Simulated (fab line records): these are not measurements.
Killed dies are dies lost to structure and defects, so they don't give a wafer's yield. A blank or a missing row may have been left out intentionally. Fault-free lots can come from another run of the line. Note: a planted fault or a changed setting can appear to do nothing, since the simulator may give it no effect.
Comparing a struck lot with a sound one || flow n5 finfet || 24 out of 1938 route steps
Sound: these wafers, L710.1, L710.2, L710.4. Struck: wafer L714.1. (L714.3, L714.4 of the same lot were not struck and are left out.) The cause comes at the end.
Order at every step that has rows: each side's tool, ch and its chambers, its first start. Under that, the readings that differ: sound wafers || struck wafers || difference of the means || sigmas: that difference in standard deviations of wafers without a fault.
alike: a reading whose means differ by less than 2 such deviations, as well as words and numbers matching on both sides. not compared: withheld readings; readings where some wafer has no value; bounds like >300 that might hide an equal value; numbers whose values overlap and for which the record gives no deviation.
Wherever a step has rows on one side only, a row that says differs or no value, or a row with sigmas, the two part there. When numbers do not overlap yet have no deviation, they are printed without sigmas and do not part them. A reading missing from all wafers of one side parts the sides only when that side holds two or more wafers.

first, 8 steps without rows for these wafers: N5_BEOL_M15_ECD_47 (material Cu, target thk 1860 nm); N5_BEOL_M15_ANNEAL_48 (time 90 s); N5_BEOL_M15_CMP_49 (polishes, stops on SiO2, t overpolish 4.9 s, target thk 850 nm); N5_BEOL_M15_PRE_CLEAN_52 (time 15 s); N5_BEOL_M15_DEP_53 (deposits SiCN from 3MS/NH3, target thk 50 nm, time 17.8 s); N5_PASSIVATION_PECVD_00 (deposits SiO2 from SiH4/N2O, target thk 200 nm, time 11.2 s); N5_MIM_BOT_DEGAS_01 (time 60 s); N5_MIM_BOT_SPUTTER_00 (material TiN, target thk 35 nm, time 89.7 s).
N5_MIM_TOP_ALD_00: deposits Al2O3, purge time 3 s, co reactant pulse time 3 s.
  sound on ald hk-01 ch 1,2,3, day 13 21:11; struck on ald hk-01 ch 1, day 14 23:56
  alike: precursor pulse height rel
then, 12 steps without rows for these wafers: N5_MIM_TOP_ALD_01 (deposits HfO2, target thk 5.6 nm, pulse time 1 s, purge time 3 s); N5_MIM_TOP_ALD_02 (deposits Al2O3, purge time 3 s, co reactant pulse time 3 s); N5_MIM_TOP_DEGAS_04 (time 60 s); N5_MIM_TOP_SPUTTER_03 (material TiN, target thk 35 nm, time 89.7 s); N5_MIM_TOP_LITHO_HMDS_01 (time 60 s); N5_MIM_TOP_LITHO_COAT_02; N5_MIM_TOP_LITHO_EBR_04; N5_MIM_TOP_LITHO_SOFTBAKE_03 (time 90 s); N5_MIM_TOP_LITHO_EXPOSE_05 (exposes mask MIM TOP, target cd 2000 nm); N5_MIM_TOP_LITHO_PEB_06; N5_MIM_TOP_LITHO_DEVELOP_07 (develop time 60 s); N5_MIM_TOP_LITHO_HARDBAKE_09 (time 120 s).
N5_MIM_TOP_LITHO_INSPECT_12: inspects for defects (macro).
  sound on defect inspect-01 at day 13 23:01; struck on defect inspect-01 at day 15 01:19
{"reading": "raw defect count", "sound": "2 2 3", "struck": ">300", "difference": "differs", "sigmas": ""}
then, 1 step without rows for these wafers: N5_MIM_TOP_LITHO_DESCUM_10 (chemistry O2, time 7.9 s).
N5_PASSIVATION_PROBE_49:
  record: rows for the struck wafers here (prober-02, day 15 11:35), none for the sound ones

WHERE THEY PART
At N5_MIM_TOP_LITHO_INSPECT_12 first; at N5_PASSIVATION_PROBE_49 last (within this record only).

WHY: the cause the simulator had injected
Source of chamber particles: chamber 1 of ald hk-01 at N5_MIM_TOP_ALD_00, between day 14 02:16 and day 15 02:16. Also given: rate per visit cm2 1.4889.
